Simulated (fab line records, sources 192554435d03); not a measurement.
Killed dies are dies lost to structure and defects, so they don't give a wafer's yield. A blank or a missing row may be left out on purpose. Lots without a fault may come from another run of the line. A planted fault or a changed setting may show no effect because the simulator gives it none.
fab line records | flow n5_finfet
record lots=7 wafers=21
route steps=1938 shown BEOL_M4@1059 BEOL_M5@1112 BEOL_M6@1199 BEOL_M7@1263 BEOL_M8@1335
start_h: hours from the record's first day to the start of the lot's first wafer shown | wait_h: hours since the lot's step before | " the same as in the row above | L1.1+2: a row that stands for several wafers | - no value, or no start given | * or withheld: withheld | < > ~ a bound
route shown NAME@n: a module of which the file shows steps, and the number in the route of the first | usual: mean/standard deviation of fault-free wafers | same: alike in all rows | chamber/n: place in a boat | sites: the reading at each site | _std_site: their standard deviation | _edge_site: outer sites' mean less inner sites' | radius_mm: how far each site lies from the wafer's centre | mask NAME#n: copy n | behind: the tool/chamber that last shaped the wafer | hold: why the lot was held/for how many hours/how that ended | device: the transistor (n, p or np) that didn't switch | end of line: the same wafers' tests at the end of the route | a step without rows: its recipe alone | killed: dies lost to structure and defects at the first sort, not the wafer's yield | map: a wafer's dies, x killed, . not, _ none there
set.NAME: the setting as run; set.NAME@STEP: as run at that earlier step | model.NAME: the simulator's own value behind a step, which no gauge read
lots whose settings were changed on purpose; a table a step, a row a wafer
## steps
# step N5_BEOL_M4_DESCUM_33
# recipe chemistry=O2 time_s=7 source_power_w=50 bias_power_w=20 pressure_mtorr=20 rf_frequency_hz=2.712e+07 temp_c=40 resist=CAR-EUV o2_flow_sccm=225
# columns lot.wafer tool chamber start_h wait_h set.time_s model.CAR-EUV_of_BEOL_M4_COAT_22.thk_nm
L079.1 rie_diel-04 0 216.88 0.4 7 26
L079.5 " 0 " " 5.692 26.6
L079.6 " 1 " " 7 26.2
L081.1+5 rie_diel-04 1,2 235.94 0.0 7 26.2
L081.2 " 2 " " 7 26
L084.1+2 rie_diel-01 3,2 246.03 0.0 7 26.2
L084.4 " 3 " " 8.01 25.8
L087.2+3+4 rie_diel-04 0,2,1 267.06 0.0 7 26.2
L091.2 rie_diel-01 3 297.33 0.0 7 26.2
L091.3+5 " 2,3 " " 7.74 25.8
L093.2+6 rie_diel-04 3,0 306.28 0.0 7 26.2
L093.4 " 0 " " 7 26
L096.1 rie_diel-04 0 319.19 0.0 7 26.2
L096.2+5 " 2,0 " " 7.737 25.6
# step N5_BEOL_M4_ETCH_77
# recipe chemistry=N2/H2 target=underlayer target_depth_a=65 mask_material=CAR-EUV time_s=5.2 ion_energy_ev=200 pressure_mtorr=30 source_w=840 bias_w=150 n2_flow_sccm=200 h2_flow_sccm=200 ends=cleared
# columns lot.wafer tool chamber start_h wait_h set.spin_rpm@BEOL_M4_COAT_76 set.time_s@BEOL_M4_DESCUM_33 model.CAR-EUV_of_BEOL_M4_COAT_22.thk_nm model.etch.depth_nm
L079.1 rie_diel-04 0 216.91 0.0 1500 7 20.2 5.015
L079.5 " 0 " " 1500 5.692 21 5.013
L079.6 " 1 " " 1618 7 20.6 4.817
L081.1 rie_diel-04 1 235.97 0.0 1500 7 20.4 4.989
L081.2 " 2 " " 1441 7 20.2 5.102
L081.5 " 2 " " 1441 7 20.4 5.088
L084.1 rie_diel-01 3 246.06 0.0 1500 7 20.6 5.013
L084.2 " 2 " " 1500 7 20.6 5.015
L084.4 " 3 " " 1424 8.01 19.8 5.163
L087.2 rie_diel-04 0 267.09 0.0 1500 7 20.4 5.014
L087.3 " 2 " " 1500 7 20.4 5.006
L087.4 " 1 " " 1500 7 20.4 5.011
L091.2 rie_diel-01 3 297.37 0.0 1433 7 20.4 5.13
L091.3 " 2 " " 1433 7.74 20 5.113
L091.5 " 3 " " 1433 7.74 20 5.126
L093.2 rie_diel-04 3 306.31 0.0 1500 7 20.6 4.982
L093.4 " 0 " " 1500 7 20.4 4.98
L093.6 " 0 " " 1500 7 20.4 4.966
L096.1 rie_diel-04 0 319.23 0.0 1500 7 20.4 5.01
L096.2 " 2 " " 1500 7.737 20 5.008
L096.5 " 0 " " 1614 7.737 20.2 4.82
# step N5_BEOL_M4_ETCH_69
# recipe chemistry=CF4 target=SiARC target_depth_a=156 mask_material=CAR-EUV time_s=26 ion_energy_ev=80 pressure_mtorr=40 source_w=545 bias_w=36 Ar_flow_sccm=100 cf4_flow_sccm=100 ends=cleared
# columns lot.wafer tool chamber start_h wait_h set.time_s@BEOL_M4_DESCUM_33 model.CAR-EUV_of_BEOL_M4_COAT_22.thk_nm
L079.1 rie_diel-04 0 216.93 0.0 7 11.2
L079.5 " 0 " " 5.692 11.8
L079.6 " 1 " " 7 11.4
L081.1+5 rie_diel-04 1,2 235.99 0.0 7 11.2
L081.2 " 2 " " 7 11
L084.1 rie_diel-01 3 246.08 0.0 7 11.2
L084.2 " 2 " " 7 11.4
L084.4 " 3 " " 8.01 10.6
L087.2+3+4 rie_diel-04 0,2,1 267.11 0.0 7 11.2
L091.2 rie_diel-01 3 297.38 0.0 7 11.2
L091.3+5 " 2,3 " " 7.74 10.8
L093.2 rie_diel-04 3 306.33 0.0 7 11.4
L093.4+6 " 0 " " 7 11.2
L096.1 rie_diel-04 0 319.24 0.0 7 11.2
L096.2 " 2 " " 7.737 10.8
L096.5 " 0 " " 7.737 11
# step N5_BEOL_M5_ILD_DEP_00
# recipe material=SiCOH_lowk target_thk_a=1406.4 temp_c=300 precursor=DEMS/porogen pressure_torr=5 rf_w=500 time_s=25.9
# columns lot.wafer tool chamber start_h wait_h set.time_s model.SiCOH_lowk_of_BEOL_M5_ILD_DEP_00.thk_nm
L079.1 pecvd-02 0 249.03 0.8 25.9 140
L079.5 " 1 " " 25.9 144.4
L079.6 " 2 " " 27.37 152.2
L081.1 pecvd-03 0 270.95 0.8 28.58 153.4
L081.2 " 1 " " 28.58 153.6
L081.5 " 2 " " 25.9 142
L084.1 pecvd-04 1 277.78 0.8 25.9 141.2
L084.2 " 2 " " 28.75 157.6
L084.4 " 1 " " 28.75 158
L087.2 pecvd-03 1 287.91 0.7 23.49 123.8
L087.3 " 1 " " 25.9 141.4
L087.4 " 0 " " 23.49 126.4
L091.2 pecvd-04 0 328.89 0.7 25.9 141.6
L091.3 " 1 " " 29.73 160
L091.5 " 2 " " 25.9 142.6
L093.2 pecvd-03 0 336.79 0.7 25.9 138
L093.4 " 1 " " 25.9 140.4
L093.6 " 2 " " 25.9 141.8
L096.1 pecvd-02 1 348.54 0.8 22.08 124
L096.2 " 0 " " 25.9 141.6
L096.5 " 1 " " 22.08 123.6
# step N5_BEOL_M5_CURE_79
# recipe temp_c=385 time_s=240 ambient=He/Ar material=SiCOH_lowk
# columns lot.wafer tool chamber start_h wait_h set.time_s@BEOL_M5_ILD_DEP_00 model.SiCOH_lowk_of_BEOL_M5_ILD_DEP_00.thk_nm
L079.1 uv_cure-03 0 249.09 0.0 25.9 120.4
L079.5 " 0 " " 25.9 124.4
L079.6 " 0 " " 27.37 131.2
L081.1 uv_cure-03 2 271.01 0.0 28.58 132
L081.2 " 2 " " 28.58 132.2
L081.5 " 2 " " 25.9 122.2
L084.1 uv_cure-01 0 277.84 0.0 25.9 121.4
L084.2 " 0 " " 28.75 135.8
L084.4 " 0 " " 28.75 136
L087.2 uv_cure-02 0 288.07 0.1 23.49 106.4
L087.3 " 0 " " 25.9 121.6
L087.4 " 0 " " 23.49 108.6
L091.2 uv_cure-02 0 329.03 0.1 25.9 121.8
L091.3 " 0 " " 29.73 137.8
L091.5 " 0 " " 25.9 122.8
L093.2 uv_cure-03 0 336.93 0.1 25.9 118.8
L093.4 " 0 " " 25.9 120.8
L093.6 " 0 " " 25.9 122
L096.1 uv_cure-03 0 348.60 0.0 22.08 106.6
L096.2 " 0 " " 25.9 121.8
L096.5 " 0 " " 22.08 106.2
# step N5_BEOL_M5_THK_MEAS_01
# recipe reads=SiCOH_lowk_of_BEOL_M5_ILD_DEP_00
# usual M5_ILD_THK=121.7/1.6
# columns lot.wafer tool chamber start_h wait_h set.time_s@BEOL_M5_ILD_DEP_00 M5_ILD_THK[nm]
L079.1 film_metro-02 - 249.60 0.4 25.9 120.3
L079.5 " - " " 25.9 124.3
L079.6 " - " " 27.37 131.1
L081.1 film_metro-02 - 271.52 0.4 28.58 132.0
L081.2 " - " " 28.58 132.2
L081.5 " - " " 25.9 122.0
L084.1 film_metro-02 - 278.35 0.4 25.9 121.4
L084.2 " - " " 28.75 135.8
L084.4 " - " " 28.75 136.0
L087.2 film_metro-01 - 288.50 0.4 23.49 106.4
L087.3 " - " " 25.9 121.7
L087.4 " - " " 23.49 108.6
L091.2 film_metro-01 - 329.46 0.4 25.9 121.8
L091.3 " - " " 29.73 137.8
L091.5 " - " " 25.9 122.7
L093.2 film_metro-01 - 337.37 0.4 25.9 118.9
L093.4 " - " " 25.9 120.8
L093.6 " - " " 25.9 122.0
L096.1 film_metro-01 - 349.12 0.4 22.08 106.6
L096.2 " - " " 25.9 121.9
L096.5 " - " " 22.08 106.2
# step N5_BEOL_M5_DEP_56
# recipe material=SiCN target_thk_a=80 temp_c=withheld precursor=3MS/NH3 pressure_torr=3 rf_w=202 time_s=14
# columns lot.wafer tool chamber start_h wait_h set.time_s model.SiCN_of_BEOL_M5_DEP_56.thk_nm
L079.1 pecvd-04 2 263.25 0.0 14 7.8
L079.5 " 1 " " 12.56 7.2
L079.6 " 0 " " 14 8
L081.1 pecvd-02 2 283.48 0.0 12.55 7.4
L081.2 " 1 " " 12.55 7.2
L081.5 " 2 " " 14 8.4
L084.1 pecvd-03 2 291.15 0.0 14 8
L084.2 " 1 " " 15.73 9
L084.4 " 2 " " 14 7.8
L087.2 pecvd-04 1 301.99 0.0 12.99 7.2
L087.3 " 0 " " 14 7.6
L087.4 " 0 " " 12.99 7.4
L091.2 pecvd-03 2 342.36 0.0 14 7.8
L091.3 " 0 " " 14 8.2
L091.5 " 0 " " 14 8.4
L093.2 pecvd-02 0 352.23 0.0 14 8.2
L093.4 " 2 " " 14 8.4
L093.6 " 1 " " 14 8
L096.1+2 pecvd-02 2,0 360.70 0.0 14 7.8
L096.5 " 2 " " 14 8.2
# step N5_BEOL_M6_COAT_59
# recipe resist=SOC temp_c=250 time_s=60 spin_rpm=1500 resist_thk_nm=100
# columns lot.wafer tool chamber start_h wait_h set.spin_rpm model.SOC_of_BEOL_M6_COAT_59.thk_nm
L079.1 litho_track-04 0 265.41 0.1 1500 100.2
L079.5 " 0 " " 1500 100.4
L079.6 " 0 " " 1500 100
L081.1 litho_track-04 0 287.18 0.1 1500 99.8
L081.2+5 " 0 " " 1355 105
L084.1 litho_track-03 0 292.16 0.1 1500 99.6
L084.2+4 " 0 " " 1500 99.8
L087.2 litho_track-02 0 303.98 0.1 1500 99.6
L087.3+4 " 0 " " 1500 99.8
L091.2 litho_track-02 0 343.66 0.1 1500 99.8
L091.3 " 0 " " 1435 101.6
L091.5 " 0 " " 1500 99.6
L093.2+4+6 litho_track-03 0 356.24 0.1 1500 99.6
L096.1 litho_track-04 0 362.67 0.1 1442 102.2
L096.2 " 0 " " 1500 100.4
L096.5 " 0 " " 1442 102.6
# step N5_BEOL_M6_COAT_60
# recipe resist=SiARC temp_c=220 time_s=60 spin_rpm=1500 resist_thk_nm=35
# step N5_BEOL_M6_COAT_05
# recipe resist=CAR-ArF spin_rpm=1500 resist_thk_nm=90
# step N5_BEOL_M6_DESCUM_16
# recipe chemistry=O2 time_s=7.9 source_power_w=50 bias_power_w=20 pressure_mtorr=20 rf_frequency_hz=2.712e+07 temp_c=40 resist=CAR-ArF o2_flow_sccm=225
# step N5_BEOL_M6_ETCH_61
# recipe chemistry=CF4 target=SiARC target_depth_a=455 mask_material=CAR-ArF time_s=75.8 ion_energy_ev=80 pressure_mtorr=40 source_w=545 bias_w=36 Ar_flow_sccm=100 cf4_flow_sccm=100 ends=cleared
# step N5_BEOL_M6_ETCH_62
# recipe chemistry=N2/H2 target=SOC target_depth_a=1100 overetch_a=220 mask_material=SiARC temp_c=40 time_s=165 ion_energy_ev=200 pressure_mtorr=30 source_w=840 bias_w=150 n2_flow_sccm=200 h2_flow_sccm=200
# columns lot.wafer tool chamber start_h wait_h set.spin_rpm@BEOL_M6_COAT_59 model.etch.depth_nm
L079.1 rie_diel-04 1 265.83 0.0 1500 100.2
L079.5 " 0 " " 1500 100.3
L079.6 " 3 " " 1500 99.99
L081.1 rie_diel-04 1 288.04 0.0 1500 99.83
L081.2+5 " 2 " " 1355 105
L084.1 rie_diel-01 3 292.71 0.0 1500 99.61
L084.2 " 0 " " 1500 99.78
L084.4 " 1 " " 1500 99.87
L087.2 rie_diel-03 0 305.03 0.0 1500 99.64
L087.3 " 1 " " 1500 99.78
L087.4 " 0 " " 1500 99.82
L091.2 rie_diel-04 2 344.21 0.0 1500 99.77
L091.3 " 3 " " 1435 101.6
L091.5 " 3 " " 1500 99.68
L093.2 rie_diel-03 1 356.66 0.0 1500 99.53
L093.4 " 0 " " 1500 99.66
L093.6 " 2 " " 1500 99.65
L096.1 rie_diel-04 3 363.26 0.1 1442 102.3
L096.2 " 1 " " 1500 100.3
L096.5 " 3 " " 1442 102.6
# step N5_BEOL_M6_STRIP_68
# recipe chemistry=N2/H2 temp_c=40 n2_flow_sccm=200 h2_flow_sccm=200 rf_frequency_hz=6e+07
# step N5_BEOL_M6_STRIP_67
# recipe chemistry=CF4 resist=SiARC power_w=300 bias_power_w=75 pressure_mtorr=50 cf4_flow_sccm=150 rf_frequency_hz=6e+07
# step N5_BEOL_M6_HM_OPEN_17
# recipe chemistry=Cl2/BCl3 target_depth_a=200 overetch_a=60 target=TiN mask_material=SOC ion_energy_ev=150 pressure_mtorr=10 icp_w=1000 bias_w=126 Cl2_flow_sccm=53.25 bcl3_flow_sccm=21.75 Ar_flow_sccm=25
# columns lot.wafer tool chamber start_h wait_h set.spin_rpm@BEOL_M6_COAT_59 model.SOC_of_BEOL_M6_COAT_59.thk_nm
L079.1 rie_metal-02 0 266.02 0.0 1500 92.6
L079.5 " 1 " " 1500 92.2
L079.6 " 0 " " 1500 92.4
L081.1 rie_metal-02 0 288.23 0.0 1500 92.2
L081.2 " 1 " " 1355 96.8
L081.5 " 1 " " 1355 97
L084.1 rie_metal-03 0 292.90 0.0 1500 91.4
L084.2+4 " 1 " " 1500 91.8
L087.2 rie_metal-02 0 305.22 0.0 1500 92
L087.3 " 0 " " 1500 92.2
L087.4 " 1 " " 1500 91.6
L091.2 rie_metal-02 0 344.40 0.0 1500 92.2
L091.3 " 0 " " 1435 94
L091.5 " 0 " " 1500 92
L093.2+4+6 rie_metal-03 0 356.85 0.0 1500 91.4
L096.1 rie_metal-01 1 363.53 0.0 1442 94.4
L096.2 " 0 " " 1500 92.8
L096.5 " 1 " " 1442 94.6
# step N5_BEOL_M7_ILD_DEP_00
# recipe material=SiCOH_lowk target_thk_a=1797.5 temp_c=300 precursor=DEMS/porogen pressure_torr=5 rf_w=500 time_s=33.4
# columns lot.wafer tool chamber start_h wait_h set.time_s model.SiCOH_lowk_of_BEOL_M7_ILD_DEP_00.thk_nm
L079.1 pecvd-01 0 270.79 0.0 33.4 176.6
L079.5 " 2 " " 33.4 182
L079.6 " 0 " " 33.4 181.8
L081.1 pecvd-04 0 294.06 0.0 33.4 180.6
L081.2 " 2 " " 36.32 193.2
L081.5 " 2 " " 36.32 196.8
L084.1 pecvd-02 2 298.27 0.0 34.92 185.8
L084.2 " 1 " " 33.4 178.6
L084.4 " 1 " " 34.92 189.6
L087.2 pecvd-02 0 310.45 0.0 33.4 177.2
L087.3 " 2 " " 33.4 178.6
L087.4 " 0 " " 29.7 157.6
L091.2 pecvd-04 2 353.19 0.0 33.4 179
L091.3 " 1 " " 33.4 177.8
L091.5 " 2 " " 33.4 182.8
L093.2 pecvd-01 2 363.93 0.0 33.4 178.4
L093.4 " 1 " " 33.4 180.8
L093.6 " 0 " " 33.4 178.8
L096.1 pecvd-04 1 368.58 0.0 33.4 176.4
L096.2 " 0 " " 33.4 181.6
L096.5 " 0 " " 33.4 180.4
# step N5_BEOL_M7_CURE_74
# recipe temp_c=385 time_s=240 ambient=He/Ar material=SiCOH_lowk
# columns lot.wafer tool chamber start_h wait_h set.time_s@BEOL_M7_ILD_DEP_00 model.SiCOH_lowk_of_BEOL_M7_ILD_DEP_00.thk_nm
L079.1 uv_cure-01 0 270.85 0.0 33.4 152.2
L079.5 " 0 " " 33.4 157
L079.6 " 0 " " 33.4 156.8
L081.1 uv_cure-01 1 294.17 0.1 33.4 155.8
L081.2 " 1 " " 36.32 166.8
L081.5 " 1 " " 36.32 169.8
L084.1 uv_cure-02 2 298.33 0.0 34.92 160.2
L084.2 " 2 " " 33.4 154
L084.4 " 2 " " 34.92 163.6
L087.2 uv_cure-01 1 310.60 0.1 33.4 152.8
L087.3 " 1 " " 33.4 154
L087.4 " 1 " " 29.7 135.6
L091.2 uv_cure-02 2 353.34 0.1 33.4 154.4
L091.3 " 2 " " 33.4 153.2
L091.5 " 2 " " 33.4 157.6
L093.2 uv_cure-01 0 364.16 0.2 33.4 153.8
L093.4 " 0 " " 33.4 156
L093.6 " 0 " " 33.4 154.2
L096.1 uv_cure-01 1 368.64 0.0 33.4 152.2
L096.2 " 1 " " 33.4 156.6
L096.5 " 1 " " 33.4 155.6
# step N5_BEOL_M7_THK_MEAS_01
# recipe reads=SiCOH_lowk_of_BEOL_M7_ILD_DEP_00
# usual M7_ILD_THK=155.3/2.1
# columns lot.wafer tool chamber start_h wait_h set.time_s@BEOL_M7_ILD_DEP_00 M7_ILD_THK[nm]
L079.1 film_metro-01 - 271.36 0.4 33.4 152.2
L079.5 " - " " 33.4 156.9
L079.6 " - " " 33.4 156.8
L081.1 film_metro-01 - 294.68 0.4 33.4 155.8
L081.2 " - " " 36.32 166.8
L081.5 " - " " 36.32 169.9
L084.1 film_metro-02 - 298.84 0.4 34.92 160.3
L084.2 " - " " 33.4 153.9
L084.4 " - " " 34.92 163.5
L087.2 film_metro-01 - 311.03 0.4 33.4 152.8
L087.3 " - " " 33.4 154.0
L087.4 " - " " 29.7 135.6
L091.2 film_metro-02 - 353.77 0.4 33.4 154.4
L091.3 " - " " 33.4 153.2
L091.5 " - " " 33.4 157.7
L093.2 film_metro-01 - 364.99 0.7 33.4 154.0
L093.4 " - " " 33.4 155.9
L093.6 " - " " 33.4 154.1
L096.1 film_metro-01 - 369.16 0.4 33.4 152.1
L096.2 " - " " 33.4 156.6
L096.5 " - " " 33.4 155.6
# step N5_BEOL_M7_DEP_56
# recipe material=SiCN target_thk_a=100 temp_c=withheld precursor=3MS/NH3 pressure_torr=3 rf_w=202 time_s=17.5
# columns lot.wafer tool chamber start_h wait_h set.time_s model.SiCN_of_BEOL_M7_DEP_56.thk_nm
L079.1 pecvd-02 2 278.42 0.0 17.5 9.8
L079.5+6 " 1,2 " " 18.43 10.4
L081.1 pecvd-04 1 301.59 0.0 17.5 9.8
L081.2 " 0 " " 17.5 10
L081.5 " 2 " " 19.3 11.2
L084.1 pecvd-01 1 306.23 0.0 17.5 9.8
L084.2 " 2 " " 17.5 10
L084.4 " 0 " " 17.5 10.2
L087.2 pecvd-04 2 318.06 0.0 15.89 9
L087.3 " 1 " " 17.5 9.8
L087.4 " 2 " " 17.5 10.2
L091.2+3 pecvd-04 2,1 364.63 0.0 17.5 9.8
L091.5 " 2 " " 17.5 10
L093.2 pecvd-04 2 371.70 0.0 17.5 9.8
L093.4 " 1 " " 17.5 10
L093.6 " 2 " " 17.5 10.2
L096.1 pecvd-04 2 377.12 0.0 16.84 9.4
L096.2+5 " 1,0 " " 17.5 10
# step N5_BEOL_M8_PECVD_70
# recipe material=SiO2 target_thk_a=200 temp_c=400 precursor=TEOS/O2 pressure_torr=5.5 rf_w=450 teos_flow_sccm=53.8 gas=O2 flow_sccm=3000 time_s=22.7
# columns lot.wafer tool chamber start_h wait_h set.time_s model.SiO2_of_BEOL_M8_PECVD_70.thk_nm
L079.1 pecvd-01 2 279.18 0.0 23.68 21.4
L079.5 " 2 " " 22.7 20.8
L079.6 " 0 " " 23.68 21.2
L081.1+2 pecvd-03 2,1 302.34 0.0 21.07 18.8
L081.5 " 1 " " 22.7 20.4
L084.1+4 pecvd-04 1 306.98 0.0 22.7 20.2
L084.2 " 0 " " 22.7 19.8
L087.2+4 pecvd-03 0,1 318.81 0.0 19.79 17.4
L087.3 " 1 " " 22.7 19.8
L091.2+3 pecvd-03 0,2 365.64 0.0 20.48 18.2
L091.5 " 2 " " 22.7 20
L093.2 pecvd-01 2 372.70 0.0 22.7 20
L093.4+6 " 1,2 " " 22.7 20.2
L096.1 pecvd-01 2 377.89 0.0 22.7 19.8
L096.2 " 0 " " 22.7 19.6
L096.5 " 2 " " 23.62 21
## key
split step=N5_BEOL_M4_DESCUM_33 setting=time_s stated=7 by=wafer
response step=N5_BEOL_M4_DESCUM_33 reading=model.CAR-EUV_of_BEOL_M4_COAT_22.thk_nm change=-0.0329 per=1% r=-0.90
response step=N5_BEOL_M4_ETCH_77 reading=model.CAR-EUV_of_BEOL_M4_COAT_22.thk_nm change=-0.0386 per=1% r=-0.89
response step=N5_BEOL_M4_ETCH_69 reading=model.CAR-EUV_of_BEOL_M4_COAT_22.thk_nm change=-0.0344 per=1% r=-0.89
split step=N5_BEOL_M5_ILD_DEP_00 setting=time_s stated=25.9 by=wafer
response step=N5_BEOL_M5_ILD_DEP_00 reading=model.SiCOH_lowk_of_BEOL_M5_ILD_DEP_00.thk_nm change=+1.32 per=1% r=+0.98
response step=N5_BEOL_M5_CURE_79 reading=model.SiCOH_lowk_of_BEOL_M5_ILD_DEP_00.thk_nm change=+1.15 per=1% r=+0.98
response step=N5_BEOL_M5_THK_MEAS_01 reading=M5_ILD_THK change=+1.15 per=1% r=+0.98
split step=N5_BEOL_M5_DEP_56 setting=time_s stated=14 by=wafer
response step=N5_BEOL_M5_DEP_56 reading=model.SiCN_of_BEOL_M5_DEP_56.thk_nm change=+0.0822 per=1% r=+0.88
split step=N5_BEOL_M6_COAT_59 setting=spin_rpm stated=1500 by=wafer
response step=N5_BEOL_M6_COAT_59 reading=model.SOC_of_BEOL_M6_COAT_59.thk_nm change=-0.521 per=1% r=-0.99
response step=N5_BEOL_M6_ETCH_62 reading=model.etch.depth_nm change=-0.52 per=1% r=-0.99
response step=N5_BEOL_M6_HM_OPEN_17 reading=model.SOC_of_BEOL_M6_COAT_59.thk_nm change=-0.474 per=1% r=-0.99
split step=N5_BEOL_M7_ILD_DEP_00 setting=time_s stated=33.4 by=wafer
response step=N5_BEOL_M7_ILD_DEP_00 reading=model.SiCOH_lowk_of_BEOL_M7_ILD_DEP_00.thk_nm change=+1.78 per=1% r=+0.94
response step=N5_BEOL_M7_CURE_74 reading=model.SiCOH_lowk_of_BEOL_M7_ILD_DEP_00.thk_nm change=+1.56 per=1% r=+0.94
response step=N5_BEOL_M7_THK_MEAS_01 reading=M7_ILD_THK change=+1.56 per=1% r=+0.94
split step=N5_BEOL_M7_DEP_56 setting=time_s stated=17.5 by=wafer
response step=N5_BEOL_M7_DEP_56 reading=model.SiCN_of_BEOL_M7_DEP_56.thk_nm change=+0.12 per=1% r=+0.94
split step=N5_BEOL_M8_PECVD_70 setting=time_s stated=22.7 by=wafer
response step=N5_BEOL_M8_PECVD_70 reading=model.SiO2_of_BEOL_M8_PECVD_70.thk_nm change=+0.194 per=1% r=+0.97
split outside_this_file step=N5_BEOL_M4_COAT_76 setting=spin_rpm
# split outside_this_file: this setting was split too, and the file shows its column; the key of that split is in another file
